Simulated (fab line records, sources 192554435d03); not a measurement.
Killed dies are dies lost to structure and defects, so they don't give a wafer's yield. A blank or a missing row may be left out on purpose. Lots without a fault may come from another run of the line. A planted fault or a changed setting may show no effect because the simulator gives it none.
Chamber matching | flow n5_finfet | N5_MOL_CONTACT_COAG_DESCUM_45 on rie_diel-06: 4 sister chambers
The step chemistry O2, time 7 s. 18 wafers are shown with their chamber, then 9 later ones without.

WAFERS WITH THEIR CHAMBER
wafer  | chamber | drypump_motor_current_A (A) | throttle_valve_pct (%) | showerhead_plenum_p_Torr (Torr)
L082.1 | 3       | 6.6                         | 20.62                  | 2.12
L082.3 | 0       | 6.2                         | 20.43                  | 2.04
L082.5 | 1       | 4.9                         | 20.71                  | 2.03
L084.2 | 2       | 5.4                         | 20.32                  | 2.02
L084.4 | 1       | 4.9                         | 20.72                  | 2.03
L084.6 | 0       | 6.2                         | 20.42                  | 2.04
L085.1 | 3       | 6.6                         | 20.62                  | 2.12
L085.2 | 1       | 4.8                         | 20.71                  | 2.03
L085.6 | 3       | 6.6                         | 20.62                  | 2.12
L086.3 | 3       | 6.6                         | 20.63                  | 2.12
L086.4 | 1       | 4.8                         | 20.73                  | 2.03
L086.5 | 2       | 5.5                         | 20.33                  | 2.02
L089.1 | 0       | 6.2                         | 20.43                  | 2.03
L089.2 | 3       | 6.6                         | 20.64                  | 2.12
L089.3 | 2       | 5.4                         | 20.32                  | 2.01
L089.4 | 1       | 4.8                         | 20.73                  | 2.02
L089.5 | 1       | 4.8                         | 20.73                  | 2.02
L089.6 | 0       | 6.2                         | 20.45                  | 2.03

SIGNATURES (means of the wafers above)
reading                  | chamber 0 | chamber 1 | chamber 2 | chamber 3 | scatter within a chamber
drypump_motor_current_A  | 6.200     | 4.833     | 5.433     | 6.600     | 0.0378
throttle_valve_pct       | 20.4325   | 20.7217   | 20.3233   | 20.6260   | 0.0098
showerhead_plenum_p_Torr | 2.0350    | 2.0267    | 2.0167    | 2.1200    | 0.00463
Rule: a wafer's distance from a chamber is the root of the sum, over the readings, of the square of ((its reading less the chamber's mean) divided by the reading's scatter). The wafer belongs to the nearest chamber; if the next one is less than 2 further off, it can't be placed. The scatter: the root of (the sum of the squares of (reading less its chamber's mean) over the shown wafers, divided by (wafers less chambers)).

WAFERS WITHOUT THEIR CHAMBER
wafer  | drypump_motor_current_A (A) | throttle_valve_pct (%) | showerhead_plenum_p_Torr (Torr)
L092.1 | 6.6                         | 20.65                  | 2.12
L092.2 | 5.4                         | 20.35                  | 2.01
L092.3 | 4.8                         | 20.75                  | 2.02
L095.2 | 4.8                         | 20.77                  | 2.02
L095.3 | 6.2                         | 20.48                  | 2.03
L095.4 | 5.4                         | 20.35                  | 2.01
L096.1 | 5.4                         | 20.39                  | 2.01
L096.2 | 6.6                         | 20.66                  | 2.11
L096.4 | 6.2                         | 20.47                  | 2.03

WHICH CHAMBER EACH WENT THROUGH
wafer  | from the rows above | in truth
L092.1 | 3                   | 3
L092.2 | 2                   | 2
L092.3 | 1                   | 1
L095.2 | 1                   | 1
L095.3 | 0                   | 0
L095.4 | 2                   | 2
L096.1 | 2                   | 2
L096.2 | 3                   | 3
L096.4 | 0                   | 0
Placed correctly: 9 of 9. Can't be placed from these rows: 0. Placed wrongly: 0.
